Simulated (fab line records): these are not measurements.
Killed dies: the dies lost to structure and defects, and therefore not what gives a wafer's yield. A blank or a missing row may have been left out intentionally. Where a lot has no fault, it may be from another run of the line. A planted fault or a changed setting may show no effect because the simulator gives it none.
fab line records	flow nand_harc	part 1 of 2: steps 1 to 21 of 33
record: lots: 5	wafers: 15	last_day: 24
route steps=1159 shown A_CHANNEL_FILL_D1@509 A_STAIRCASE@519
lots that met no fault: from a run of the same line without faults
start_h: start of the lot's first displayed wafer, in hours after the record's first day	wait_h: time in hours since the lot's previous step	" the same as in the row above	L1.1+2: a single row standing in for several wafers	- no value, or no start given	* or withheld: withheld	< > ~ a bound
route shown NAME@n: NAME is a module with steps in the file, n the number in the route of the first one	usual: mean/standard deviation of fault-free wafers	same: alike in all rows	chamber/n: place in a boat	sites: per-site readings	_std_site: how widely they spread, as a standard deviation	_edge_site: outer sites' mean less inner sites'	radius_mm: how far each site lies from the wafer's centre	mask NAME#n: copy n	behind: the most recent tool/chamber to have shaped the wafer	hold: what put the lot on hold/how long, in hours/how the hold closed	device: whichever transistor did not switch (one of n, p or np)	end of line: tests of these same wafers at the route's end	where a step has no rows: the recipe by itself	killed: count of dies lost to structure and defects at first sort (not the wafer's yield)	map: per-die view of a wafer (x killed, . not killed, _ where there is no die)
set.NAME: setting as actually run; set.NAME@STEP: the setting as run at that earlier step	model.NAME: the simulator's own value behind a step, which no gauge read
a table for each step, a row for each wafer; lots at some steps of the route
services: the hour from which a tool's chamber was out of use, counted from the record's first day as start_h (under 0 if before that day), plus the number of hours and why
== steps ==
step: NHARC_A_CHANNEL_FILL_D1_STRIP_29
recipe: time_s: 20	o2_flow_sccm: 500	ar_flow_sccm: 0	bias_w: 0	chemistry: O2
usual: drypump_motor_current_A: 5.8/0.32	oes_product_au: 0.999/0.014	rf_vpp_V: 57.7/0.83	showerhead_plenum_p_Torr: 3.51/0.12	throttle_valve_pct: 17.036/0.0086
lot.wafer	tool	chamber	start_h	wait_h	drypump_motor_current_A	oes_product_au	rf_hours_counter_h	rf_vpp_V	showerhead_plenum_p_Torr	throttle_valve_pct
L075.1	rie_diel-03	0	-	-	6.3	1.022	1	57.7	3.52	17.018
L075.2	"	2	"	"	5.8	0.995	1	56.6	3.33	17.024
L075.6	"	1	"	"	5.7	1.000	-	57.7	3.72	17.034
L078.2	rie_diel-02	3	-	-	6.1	0.971	3	58.2	3.33	17.031
L078.4	"	1	"	"	6.2	1.008	2	57.5	3.46	17.048
L078.6	"	3	"	"	6.1	0.968	-	56.9	3.33	17.032
L077.1	rie_diel-13	3	-	-	6.2	0.986	27	58.3	3.66	17.038
L077.4	"	1	"	"	5.2	0.997	25	59.7	3.59	17.043
L077.2	"	2	"	"	6.0	0.999	25	58.1	3.37	17.044
L079.1	rie_diel-02	2	-	-	5.4	0.990	2	57.4	3.48	17.045
L079.5	"	2	"	"	5.4	0.988	-	57.4	3.48	17.051
L079.6	"	3	"	"	6.1	0.981	-	55.3	3.33	17.048
L081.2	rie_diel-02	2	-	-	5.4	0.977	3	57.9	3.48	17.051
L081.3	"	3	"	"	6.1	0.992	3	57.3	3.33	17.029
L081.1	"	1	"	"	6.1	1.005	3	58.2	3.46	17.028
step: NHARC_A_CHANNEL_FILL_D1_PRECLEAN_30
recipe: time_s: 30	chemistry: dHF
lot.wafer	tool	chamber	start_h	wait_h
L075.2+1+6	wet_bench-06	0,2,4	236.46	-
L078.6+2+4	wet_bench-09	4,5,7	248.94	-
L077.4+1+2	wet_bench-01	4,5,6	249.10	-
L079.5+1+6	wet_bench-09	6,7,2	253.46	-
L081.1+2+3	wet_bench-09	7,0,1	280.85	-
step: NHARC_A_CHANNEL_FILL_D1_SRD_31
lot.wafer	tool	chamber	start_h	wait_h
L075.2+1+6	wet_bench-06	0,2,4	236.49	0.0
L078.6+2+4	wet_bench-09	4,5,7	248.96	0.0
L077.4+1+2	wet_bench-01	4,5,6	249.11	0.0
L079.5+1+6	wet_bench-09	6,7,2	253.49	0.0
L081.1+2+3	wet_bench-09	7,0,1	280.87	0.0
step: NHARC_A_CHANNEL_FILL_D1_CVD_09
recipe: target_thk_a: 1500	temp_c: 620	pressure_mtorr: 200	time_s: 3000	material: poly-Si
usual: spike_tc_top_C: 634.6/2.1	tube_center_temp_C: 620/0.062	zone_power_lower_pct: 9.0/0.67
lot.wafer	tool	chamber	start_h	wait_h	spike_tc_top_C	tube_center_temp_C	zone_power_lower_pct
L075.1	lpcvd_poly-03	0	238.91	2.4	637.5	620.02	8.6
L075.2	"	0	"	"	634.5	619.99	8.6
L075.6	"	0	"	"	634.2	619.94	8.8
L077.1	lpcvd_poly-03	0	251.39	2.3	637.1	620	8.6
L077.2	"	0	"	"	633.1	619.94	8.6
L077.4	"	0	"	"	634.2	620.04	8.8
L078.2	lpcvd_poly-03	0	251.39	2.4	634.7	620.01	8.8
L078.4	"	0	"	"	633.4	620.08	8.8
L078.6	"	0	"	"	636.5	619.88	8.7
L079.1	lpcvd_poly-03	0	255.91	2.4	633.7	620	8.6
L079.5	"	0	"	"	636.1	620.14	8.7
L079.6	"	0	"	"	634.8	619.93	8.8
L081.1	lpcvd_poly-01	0	283.07	2.2	634.3	619.9	9.5
L081.2	"	0	"	"	632.3	619.97	9.4
L081.3	"	0	"	"	632.1	620	9.4
step: NHARC_A_CHANNEL_FILL_D1_CMP_10
recipe: target_thk_nm: 150
usual: motor_current_A: 11.9/1	time_to_endpoint_s: 17.0/2.9
lot.wafer	tool	chamber	start_h	wait_h	motor_current_A	time_to_endpoint_s
L075.1	cmp-02	0	242.09	0.4	11.2	20.6
L075.2	"	2	"	"	11.2	16.3
L075.6	"	1	"	"	12.0	20.9
L077.4	cmp-02	2	254.54	0.4	10.6	14.5
L077.1	"	3	"	"	11.1	16.7
L077.2	"	1	"	"	11.7	21.4
L078.4	cmp-01	1	254.56	0.4	12.0	17.9
L078.2	"	3	"	"	11.0	12.9
L078.6	"	1	"	"	11.7	20.2
L079.1	cmp-01	0	259.13	0.4	12.7	18.1
L079.6	"	2	"	"	13.9	13.2
L079.5	"	3	"	"	11.0	13.7
L081.3	cmp-01	3	286.26	0.4	10.4	15.3
L081.1	"	0	"	"	13.2	13.7
L081.2	"	1	"	"	11.7	21.0
step: NHARC_A_CHANNEL_FILL_D1_SRD_12
lot.wafer	tool	chamber	start_h	wait_h
L075.1+6+2	wet_bench-06	6,7,1	242.39	0.0
L077.2+1+4	wet_bench-01	3,6,0	254.84	0.0
L078.6+2+4	wet_bench-06	5,7,2	254.84	0.0
L079.1+6+5	wet_bench-01	4,6,7	259.37	0.0
L081.2+3+1	wet_bench-09	6,0,1	286.56	0.0
step: NHARC_A_CHANNEL_FILL_D1_RTA_24
recipe: temp_c: 1000	time_s: 5
usual: lamp_power_pct: 29/3	lamp_zone_2_pct: 29/3	wafer_temp_C_max: 1004.3/1.5
lot.wafer	tool	chamber	start_h	wait_h	lamp_power_pct	lamp_zone_2_pct	wafer_temp_C_max
L075.1	rtp_anneal-02	0	242.51	0.0	26	26	1002.9
L075.2	"	0	"	"	26	26	1002.7
L075.6	"	0	"	"	26	26	1002.6
L077.1	rtp_anneal-02	0	254.96	0.0	26	26	1002.7
L077.2	"	0	"	"	26	26	1003.3
L077.4	"	0	"	"	26	26	1002.6
L078.2	rtp_anneal-01	0	255.06	0.1	32	32	1008.1
L078.4	"	0	"	"	32	32	1004.9
L078.6	"	0	"	"	32	32	1006.6
L079.1	rtp_anneal-01	0	259.49	0.0	32	32	1006.0
L079.5	"	0	"	"	32	32	1004.2
L079.6	"	0	"	"	32	32	1005.4
L081.1	rtp_anneal-01	0	286.67	0.0	32	32	1004.3
L081.2	"	0	"	"	32	32	1004.9
L081.3	"	0	"	"	32	32	1006.4
step: NHARC_A_CHANNEL_FILL_D1_INSPECT_13
usual: raw_defect_count: 284/120
lot.wafer	tool	chamber	start_h	wait_h	raw_defect_count
L075.1	defect_inspect-01	-	242.71	0.2	199
L075.2	"	-	"	"	240
L075.6	"	-	"	"	270
L077.1	defect_inspect-02	-	255.15	0.2	263
L077.2	"	-	"	"	319
L077.4	"	-	"	"	209
L078.2	defect_inspect-01	-	255.23	0.1	201
L078.4	"	-	"	"	348
L078.6	"	-	"	"	188
L079.1	defect_inspect-02	-	259.69	0.2	278
L079.5	"	-	"	"	338
L079.6	"	-	"	"	411
L081.1	defect_inspect-02	-	286.87	0.2	265
L081.2	"	-	"	"	274
L081.3	"	-	"	"	272
step: NHARC_A_STAIRCASE_DEP_156
recipe: target_thk_a: 500	temp_c: 400	target_thk_nm: 50	flow_sccm: 200	rf_w: 450	material: SiNx
usual: heater_power_w: 740/72	rf_fwd_power_W: 447.9/1.5
lot.wafer	tool	chamber	start_h	wait_h	heater_power_w	rf_fwd_power_W
L075.1	pecvd-02	1	242.85	0.1	737	447.9
L075.2	"	0	"	"	682	447.6
L075.6	"	0	"	"	670	446.3
L077.2	pecvd-02	2	255.22	0.1	668	448.7
L077.1	"	1	"	"	773	448.2
L077.4	"	0	"	"	737	451.4
L078.2	pecvd-01	0	255.30	0.1	719	445.6
L078.4	"	0	"	"	719	446.2
L078.6	"	2	"	"	799	449.9
L079.1	pecvd-03	1	259.82	0.1	791	447.2
L079.5	"	2	"	"	765	448.9
L079.6	"	0	"	"	700	448.1
L081.2	pecvd-01	2	287.07	0.2	927	448.9
L081.3	"	0	"	"	789	448.5
L081.1	"	1	"	"	639	448.3
step: NHARC_A_STAIRCASE_DEHYDRATE_158
recipe: temp_c: 150	time_s: 120
usual: resist_line_temp_C: 23.02/0.11
lot.wafer	tool	chamber	start_h	wait_h	resist_line_temp_C
L075.1	litho_track-07	0	243.13	0.2	22.98
L075.2	"	0	"	"	23.04
L075.6	"	0	"	"	23.08
L077.1	litho_track-05	0	255.49	0.2	23.03
L077.2	"	0	"	"	23.06
L077.4	"	0	"	"	22.87
L078.2	litho_track-07	0	255.57	0.2	23.13
L078.4	"	0	"	"	23.30
L078.6	"	0	"	"	23.27
L079.1	litho_track-03	0	260.03	0.2	22.92
L079.5	"	0	"	"	23.07
L079.6	"	0	"	"	22.86
L081.1	litho_track-05	0	287.34	0.2	23.03
L081.2	"	0	"	"	23.03
L081.3	"	0	"	"	22.95
step: NHARC_A_STAIRCASE_HMDS_159
recipe: time_s: 30
usual: resist_line_temp_C: 23.02/0.094
lot.wafer	tool	chamber	start_h	wait_h	resist_line_temp_C
L075.1	litho_track-07	0	-	-	23.04
L075.2	"	0	"	"	22.86
L075.6	"	0	"	"	23.02
L077.1	litho_track-05	0	-	-	22.99
L077.2	"	0	"	"	22.96
L077.4	"	0	"	"	23.01
L078.2	litho_track-07	0	-	-	23.05
L078.4	"	0	"	"	23.09
L078.6	"	0	"	"	23.00
L079.1	litho_track-03	0	-	-	23.13
L079.5	"	0	"	"	23.08
L079.6	"	0	"	"	23.05
L081.1	litho_track-05	0	-	-	22.98
L081.2	"	0	"	"	22.92
L081.3	"	0	"	"	23.05
step: NHARC_A_STAIRCASE_COAT_160
recipe: spin_rpm: 1200
usual: resist_line_temp_C: 23.02/0.1
lot.wafer	tool	chamber	start_h	wait_h	resist_line_temp_C
L075.1	litho_track-07	0	-	-	22.93
L075.2	"	0	"	"	23.07
L075.6	"	0	"	"	22.88
L077.1	litho_track-05	0	-	-	22.97
L077.2	"	0	"	"	23.08
L077.4	"	0	"	"	23.14
L078.2	litho_track-07	0	-	-	22.91
L078.4	"	0	"	"	22.93
L078.6	"	0	"	"	22.96
L079.1	litho_track-03	0	-	-	22.92
L079.5	"	0	"	"	23.01
L079.6	"	0	"	"	22.95
L081.1	litho_track-05	0	-	-	23.01
L081.2	"	0	"	"	23.04
L081.3	"	0	"	"	23.09
step: NHARC_A_STAIRCASE_SOFTBAKE_161
recipe: temp_c: 135	time_s: 170
usual: resist_line_temp_C: 23.00/0.1
lot.wafer	tool	chamber	start_h	wait_h	resist_line_temp_C
L075.1	litho_track-07	0	-	-	22.98
L075.2	"	0	"	"	22.95
L075.6	"	0	"	"	23.05
L077.1	litho_track-05	0	-	-	22.94
L077.2	"	0	"	"	23.02
L077.4	"	0	"	"	22.86
L078.2	litho_track-07	0	-	-	23.04
L078.4	"	0	"	"	23.00
L078.6	"	0	"	"	23.18
L079.1	litho_track-03	0	-	-	22.70
L079.5	"	0	"	"	23.04
L079.6	"	0	"	"	22.96
L081.1	litho_track-05	0	-	-	23.03
L081.2	"	0	"	"	23.12
L081.3	"	0	"	"	22.94
step: NHARC_A_STAIRCASE_EBR_162
usual: resist_line_temp_C: 22.97/0.087
lot.wafer	tool	chamber	start_h	wait_h	resist_line_temp_C
L075.1	litho_track-07	0	-	-	22.95
L075.2	"	0	"	"	22.97
L075.6	"	0	"	"	23.02
L077.1	litho_track-05	0	-	-	22.97
L077.2	"	0	"	"	22.89
L077.4	"	0	"	"	22.99
L078.2	litho_track-07	0	-	-	23.00
L078.4	"	0	"	"	22.97
L078.6	"	0	"	"	23.01
L079.1	litho_track-03	0	-	-	23.01
L079.5	"	0	"	"	22.93
L079.6	"	0	"	"	23.07
L081.1	litho_track-05	0	-	-	22.91
L081.2	"	0	"	"	22.96
L081.3	"	0	"	"	23.03
step: NHARC_A_STAIRCASE_EXPOSE_163
recipe: na: 0.5	dose_mj: 20.01	mask_id: STAIR_OPEN
usual: exposure_dose_mJ_cm2: 20.015/0.018	stage_vel_mm_s: 499.97/0.24
lot.wafer	tool	chamber	start_h	wait_h	mask	exposure_dose_mJ_cm2	stage_vel_mm_s
L075.1	krf_scanner-04	0	243.46	-	STAIR_OPEN#0	20.014	500.26
L075.2	"	0	"	"	STAIR_OPEN#0	19.986	500.20
L075.6	"	0	"	"	STAIR_OPEN#0	19.983	500.01
L077.1	krf_scanner-04	0	255.82	-	STAIR_OPEN#0	20.005	499.67
L077.2	"	0	"	"	STAIR_OPEN#0	20.017	500.06
L077.4	"	0	"	"	STAIR_OPEN#0	19.993	499.99
L078.2	krf_scanner-03	0	255.99	-	STAIR_OPEN#0	20.011	500.33
L078.4	"	0	"	"	STAIR_OPEN#0	20.005	500.34
L078.6	"	0	"	"	STAIR_OPEN#0	20.001	500.13
L079.1	krf_scanner-01	0	260.36	-	STAIR_OPEN#0	19.999	500.20
L079.5	"	0	"	"	STAIR_OPEN#0	19.992	500.33
L079.6	"	0	"	"	STAIR_OPEN#0	20.012	500.08
L081.1	krf_scanner-01	0	287.70	-	STAIR_OPEN#0	20.015	500.62
L081.2	"	0	"	"	STAIR_OPEN#0	20.018	499.86
L081.3	"	0	"	"	STAIR_OPEN#0	20.052	500.26
step: NHARC_A_STAIRCASE_PEB_164
recipe: peb_temp_c: 115	peb_time_s: 130
usual: resist_line_temp_C: 23.01/0.11
lot.wafer	tool	chamber	start_h	wait_h	resist_line_temp_C
L075.1	litho_track-03	0	243.53	0.1	22.85
L075.2	"	0	"	"	23.16
L075.6	"	0	"	"	23.00
L077.1	litho_track-03	0	255.89	0.1	23.19
L077.2	"	0	"	"	23.00
L077.4	"	0	"	"	22.94
L078.2	litho_track-05	0	256.05	0.1	23.02
L078.4	"	0	"	"	23.17
L078.6	"	0	"	"	22.92
L079.1	litho_track-05	0	260.42	0.1	22.95
L079.5	"	0	"	"	22.83
L079.6	"	0	"	"	23.00
L081.1	litho_track-05	0	287.76	0.1	23.00
L081.2	"	0	"	"	23.02
L081.3	"	0	"	"	23.02
step: NHARC_A_STAIRCASE_DEVELOP_165
recipe: time_s: 140
usual: resist_line_temp_C: 23.01/0.11
lot.wafer	tool	chamber	start_h	wait_h	resist_line_temp_C
L075.1	litho_track-03	0	-	-	22.84
L075.2	"	0	"	"	22.88
L075.6	"	0	"	"	22.91
L077.1	litho_track-03	0	-	-	22.85
L077.2	"	0	"	"	23.03
L077.4	"	0	"	"	23.01
L078.2	litho_track-05	0	-	-	23.18
L078.4	"	0	"	"	22.95
L078.6	"	0	"	"	23.22
L079.1	litho_track-05	0	-	-	22.84
L079.5	"	0	"	"	22.84
L079.6	"	0	"	"	22.85
L081.1	litho_track-05	0	-	-	22.93
L081.2	"	0	"	"	22.99
L081.3	"	0	"	"	22.79
step: NHARC_A_STAIRCASE_HARDBAKE_167
recipe: temp_c: 120	time_s: 140
usual: resist_line_temp_C: 23.01/0.1
lot.wafer	tool	chamber	start_h	wait_h	resist_line_temp_C
L075.1	litho_track-03	0	243.75	-	23.03
L075.2	"	0	"	"	23.05
L075.6	"	0	"	"	22.94
L077.1	litho_track-03	0	256.11	-	22.93
L077.2	"	0	"	"	23.13
L077.4	"	0	"	"	23.01
L078.2	litho_track-03	0	256.27	-	22.99
L078.4	"	0	"	"	22.96
L078.6	"	0	"	"	23.07
L079.1	litho_track-03	0	260.64	-	22.98
L079.5	"	0	"	"	23.06
L079.6	"	0	"	"	22.90
L081.1	litho_track-07	0	287.98	-	23.02
L081.2	"	0	"	"	23.12
L081.3	"	0	"	"	23.04
step: NHARC_A_STAIRCASE_DESCUM_168
recipe: time_s: 3	o2_flow_sccm: 200	ar_flow_sccm: 0	bias_power_w: 0	chemistry: O2
usual: drypump_motor_current_A: 5.9/0.5	oes_product_au: 1.002/0.01	rf_vpp_V: 57.9/0.98	showerhead_plenum_p_Torr: 1.94/0.076	throttle_valve_pct: 11.310/0.0089
lot.wafer	tool	chamber	start_h	wait_h	drypump_motor_current_A	oes_product_au	rf_hours_counter_h	rf_vpp_V	showerhead_plenum_p_Torr	throttle_valve_pct
L075.2	rie_diel-07	0	243.84	-	6.6	0.998	1	57.3	1.85	11.294
L075.1	"	1	"	"	4.7	1.006	1	57.0	1.86	11.314
L075.6	"	0	"	"	6.6	1.005	-	57.0	1.85	11.326
L077.4	rie_diel-11	3	256.20	-	6.6	1.005	23	57.7	1.97	11.294
L077.2	"	0	"	"	5.8	1.009	22	56.0	1.94	11.301
L077.1	"	2	"	"	5.5	0.996	23	57.5	1.78	11.310
L078.2	rie_diel-07	3	256.36	-	5.6	1.002	6	57.4	2.06	11.316
L078.4	"	1	"	"	4.7	1.004	6	57.6	1.86	11.295
L078.6	"	3	"	"	5.5	0.994	-	58.2	2.06	11.308
L079.1	rie_diel-11	0	260.75	-	5.8	1.010	23	57.4	1.94	11.316
L079.6	"	2	"	"	5.5	1.006	-	57.0	1.78	11.315
L079.5	"	3	"	"	6.6	1.002	-	57.1	1.97	11.323
L081.2	rie_diel-12	0	288.08	-	5.7	1.012	30	56.7	1.90	11.296
L081.1	"	1	"	"	5.9	1.000	29	59.0	1.97	11.299
L081.3	"	2	"	"	6.2	0.985	25	57.1	2.02	11.340
step: NHARC_A_STAIRCASE_ETCH_169
recipe: target_depth_a: 500	time_s: 107.1	ion_energy_ev: 120	ch3f_flow_sccm: 50	o2_flow_sccm: 30	ar_flow_sccm: 200	rf_w: 500	bias_w: 100	chemistry: CH3F/O2
usual: ch3f_flow_sccm: 50.03/0.16	drypump_motor_current_A: 5.9/0.51	oes_product_au: 0.952/0.019	rf_fwd_power_W: 497.1/1.6	rf_vpp_V: 244.7/1.5	showerhead_plenum_p_Torr: 2.48/0.094	throttle_valve_pct: 20.663/0.0095
lot.wafer	tool	chamber	start_h	wait_h	ch3f_flow_sccm	drypump_motor_current_A	oes_product_au	rf_fwd_power_W	rf_hours_counter_h	rf_vpp_V	showerhead_plenum_p_Torr	throttle_valve_pct
L075.2	rie_diel-07	0	243.98	0.1	50.09	6.7	0.946	496.0	2	243.9	2.38	20.661
L075.1	"	1	"	"	49.81	4.7	0.949	495.9	2	244.2	2.40	20.658
L075.6	"	1	"	"	50.27	4.7	0.946	497.7	-	243.2	2.40	20.659
L077.2	rie_diel-11	2	256.39	0.2	50.25	5.5	0.956	500.5	23	240.0	2.29	20.663
L077.1	"	0	"	"	49.87	5.8	0.962	497.1	22	244.9	2.49	20.664
L077.4	"	1	"	"	49.81	5.5	0.952	495.8	22	247.1	2.57	20.649
L078.2	rie_diel-07	0	256.44	0.1	50.24	6.7	0.957	497.7	6	242.7	2.38	20.651
L078.4	"	2	"	"	50.29	6.0	0.990	496.4	6	246.7	2.58	20.666
L078.6	"	0	"	"	49.98	6.7	0.950	496.4	-	244.3	2.38	20.662
L079.1	rie_diel-11	0	260.83	0.1	50.02	5.8	0.990	495.6	23	244.2	2.49	20.653
L079.6	"	3	"	"	49.91	6.6	0.968	498.6	-	245.0	2.52	20.657
L079.5	"	0	"	"	50.02	5.8	0.982	495.9	-	246.2	2.49	20.676
L081.2	rie_diel-12	3	288.17	0.1	50.39	6.0	0.960	493.0	27	247.2	2.53	20.644
L081.3	"	1	"	"	50.14	5.9	0.936	497.2	29	243.3	2.53	20.657
L081.1	"	2	"	"	50.21	6.2	0.955	496.9	25	244.9	2.59	20.663
step: NHARC_A_STAIRCASE_ETCH_170
recipe: target_depth_a: 2000	time_s: 66.667	ion_energy_ev: 250	c4f6_flow_sccm: 25	o2_flow_sccm: 20	ar_flow_sccm: 500	rf_w: 600	bias_w: 500	chemistry: C4F6/O2
usual: drypump_motor_current_A: 5.9/0.49	oes_product_au: 0.972/0.015	rf_fwd_power_W: 594.7/1.8	rf_vpp_V: 548/3	showerhead_plenum_p_Torr: 3.97/0.14	throttle_valve_pct: 26.903/0.0094
lot.wafer	tool	chamber	start_h	wait_h	drypump_motor_current_A	oes_product_au	rf_fwd_power_W	rf_hours_counter_h	rf_vpp_V	showerhead_plenum_p_Torr	throttle_valve_pct
L075.1	rie_diel-07	3	-	-	5.6	0.992	594.2	2	551	4.19	26.919
L075.2	"	0	"	"	6.8	0.962	597.4	2	546	3.80	26.889
L075.6	"	3	"	"	5.5	0.980	593.8	-	554	4.19	26.903
L077.4	rie_diel-11	0	-	-	5.9	0.983	592.0	22	548	3.98	26.902
L077.1	"	1	"	"	5.5	0.959	594.1	22	550	4.10	26.903
L077.2	"	2	"	"	5.5	0.989	597.9	23	543	3.67	26.900
L078.2	rie_diel-07	0	-	-	6.7	0.968	592.3	6	545	3.80	26.904
L078.4	"	2	"	"	6.0	0.996	598.0	6	551	4.10	26.911
L078.6	"	0	"	"	6.7	0.960	593.9	-	545	3.80	26.901
L079.1	rie_diel-11	3	-	-	6.6	0.965	593.9	25	548	4.02	26.896
L079.5	"	2	"	"	5.5	0.971	593.5	-	543	3.67	26.899
L079.6	"	3	"	"	6.6	0.985	595.9	-	548	4.02	26.906
L081.3	rie_diel-12	3	-	-	6.0	0.975	593.3	27	548	4.02	26.893
L081.2	"	0	"	"	5.7	0.968	594.3	30	546	3.89	26.900
L081.1	"	2	"	"	6.2	0.960	599.3	25	551	4.11	26.896
